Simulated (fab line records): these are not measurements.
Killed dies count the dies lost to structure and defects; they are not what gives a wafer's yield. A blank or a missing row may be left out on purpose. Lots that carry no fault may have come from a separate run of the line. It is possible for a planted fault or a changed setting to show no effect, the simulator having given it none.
Chamber matching :: flow nandHarc :: aldHk-04 running NHARC_A_CHANNEL_FILL_D1_ALD_25: 4 sister chambers
The step deposits SiOx, target thk 60 nm, pulse time 10 s, ald cycles 600. 8 wafers are shown with their chamber, then 9 later ones without.

== WAFERS WITH THEIR CHAMBER ==
wafer: L083.3
chamber: 1
heaterPowerOuterW (W): 301
heaterPowerW (W): 489

wafer: L085.5
chamber: 0
heaterPowerOuterW (W): 245
heaterPowerW (W): 453

wafer: L086.2
chamber: 0
heaterPowerOuterW (W): 254
heaterPowerW (W): 454

wafer: L086.5
chamber: 3
heaterPowerOuterW (W): 254
heaterPowerW (W): 440

wafer: L086.6
chamber: 2
heaterPowerOuterW (W): 223
heaterPowerW (W): 415

wafer: L088.4
chamber: 2
heaterPowerOuterW (W): 223
heaterPowerW (W): 413

wafer: L088.3
chamber: 1
heaterPowerOuterW (W): 295
heaterPowerW (W): 496

wafer: L088.6
chamber: 3
heaterPowerOuterW (W): 253
heaterPowerW (W): 441

== WAFERS MISSING THEIR CHAMBER ==
wafer: L091.1
heaterPowerOuterW (W): 259
heaterPowerW (W): 440

wafer: L091.4
heaterPowerOuterW (W): 225
heaterPowerW (W): 418

wafer: L091.6
heaterPowerOuterW (W): 251
heaterPowerW (W): 446

wafer: L093.2
heaterPowerOuterW (W): 254
heaterPowerW (W): 457

wafer: L093.3
heaterPowerOuterW (W): 227
heaterPowerW (W): 420

wafer: L093.4
heaterPowerOuterW (W): 258
heaterPowerW (W): 447

wafer: L097.3
heaterPowerOuterW (W): 253
heaterPowerW (W): 437

wafer: L097.1
heaterPowerOuterW (W): 286
heaterPowerW (W): 484

wafer: L097.5
heaterPowerOuterW (W): 257
heaterPowerW (W): 466

== CHAMBER TAKEN BY EACH ==
wafer: L091.1
from the rows above: 3
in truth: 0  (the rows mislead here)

wafer: L091.4
from the rows above: 2
in truth: 2

wafer: L091.6
from the rows above: can't be placed: 3 or 0
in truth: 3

wafer: L093.2
from the rows above: 0
in truth: 0

wafer: L093.3
from the rows above: 2
in truth: 2

wafer: L093.4
from the rows above: can't be placed: 3 or 0
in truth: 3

wafer: L097.3
from the rows above: 3
in truth: 3

wafer: L097.1
from the rows above: 1
in truth: 1

wafer: L097.5
from the rows above: 0
in truth: 0
6 of 9 placed correctly. Cannot be placed on the basis of these rows: 2; the candidates contain the true chamber in 2. 1 placed wrongly.
How it was worked out, from the rows above alone: a wafer's distance from a chamber is the root of the sum, over the readings, of the square of ((its reading less the chamber's mean) divided by the reading's scatter). If the next closest chamber is less than 2 further off than the closest, the wafer can't be placed; otherwise it belongs to the closest. The mean given for a chamber averages the wafers shown for that chamber. The scatter: take each reading less its chamber's mean, square it, sum over the shown wafers, divide by the number of wafers less the number of chambers, and take the root.
